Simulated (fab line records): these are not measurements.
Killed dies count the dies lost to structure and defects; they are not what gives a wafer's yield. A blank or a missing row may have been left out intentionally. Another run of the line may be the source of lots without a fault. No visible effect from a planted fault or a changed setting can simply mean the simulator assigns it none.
Code-filled problem report in 8D (eight disciplines) form    flow n5 finfet    the parts of the form that need people (team, actions taken, sign-off) are left out

## 1. WHAT IS WRONG
At N5_PASSIVATION_CD_MEAS_30, cd nm averages 3941.1 nm over 6 wafers from 2 lots, while fault-free wafers read 3998.8 nm, standard deviation 1.8. Measured from the usual mean, that is -32 standard deviations.
The step: target cd 4000 nm.
First seen on wafer L518.1, day 14 13:59, on cd sem-02. The record has a number at this step for 30 wafers belonging to 10 lots. Rule for "out" (also "out of limits"): further than 4 standard deviations from the usual mean. All remaining wafers that have a number are taken as sound.

## 2. WHAT IT IS; WHAT IT IS NOT
question                     is                      is not
which readings at this step  cd nm                   -
which lots                   L518, L522              L512, L513, L514, L524, L526, L527, L530, L531
which wafers of those lots   all that have a number  -
read on which gauges         cd sem-01, cd sem-02    cd sem-03
when                         from day 14 13:59       up to then (9 sound wafers); but 15 sound wafers of L524, L526, L527, L530, L531 came after

## 3. THE SUSPECTS, EACH WITH WHAT RULES IT OUT
Counting: a tool stays on the suspect list if, at a process step up to the reading, it processed all lots that are out and no sound lot following the first of them.
- the gauge at N5_PASSIVATION_CD_MEAS_30 is ruled out. Those wafers that are out were read across 2 gauges (cd sem-01, cd sem-02).
- krf scanner-01 at N5_PASSIVATION_EXPOSE_27 (exposes mask PAD, defocus 0 nm): kept. It processed each lot that is out, first L518 at day 14 13:48, and no sound lot thereafter; up to then, the last sound lot it processed was L514 at day 13 01:17. Its own readings are out on those wafers: exposure dose mJ cm2.
The count leaves krf scanner-01 at N5_PASSIVATION_EXPOSE_27.

## 4. THE CAUSE (what the simulator had put in)
Drift in process parameters on krf scanner-01 at N5_PASSIVATION_EXPOSE_27, starting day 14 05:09. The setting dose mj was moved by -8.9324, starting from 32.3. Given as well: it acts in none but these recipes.
The count eliminated every tool but this one.

## 5. THE CHAIN OF EFFECTS, in route order
One row per reading whose mean, taken over the struck wafers that have a number, lies over 3 standard deviations from the usual. Only readings whose record carries a usual standard deviation are examined. hours: median over the lots of the time between each lot's start at the first step of this table that gives one and its start at this step. sigmas: the change, counted in usual standard deviations.
hours  step                       reading               usual      on struck wafers  change  sigmas
0      N5_PASSIVATION_EXPOSE_27   exposure dose mJ cm2  32.31      23.39             -8.92   -99 or more
0      N5_PASSIVATION_CD_MEAS_30  cd nm                 3998.8 nm  3941.1            -57.7   -32
The process steps in it:
- N5_PASSIVATION_EXPOSE_27: exposes mask PAD, defocus 0 nm.

## 6. WHAT WOULD HAVE CAUGHT IT SOONER
9 hours passed between the start of the fault at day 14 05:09 and the first reading out of limits at a measuring or inspecting step in this record, taken at day 14 13:59.
Tool's own readings at N5_PASSIVATION_EXPOSE_27, exposure dose mJ cm2: out on all struck wafers the step has rows for; an alarm limit on them would have tripped on the first.
Among the 2 lots that are out, L522 began N5_PASSIVATION_EXPOSE_27 on krf scanner-01 after day 14 13:59. Had the tool been put on hold then, it would have been spared.
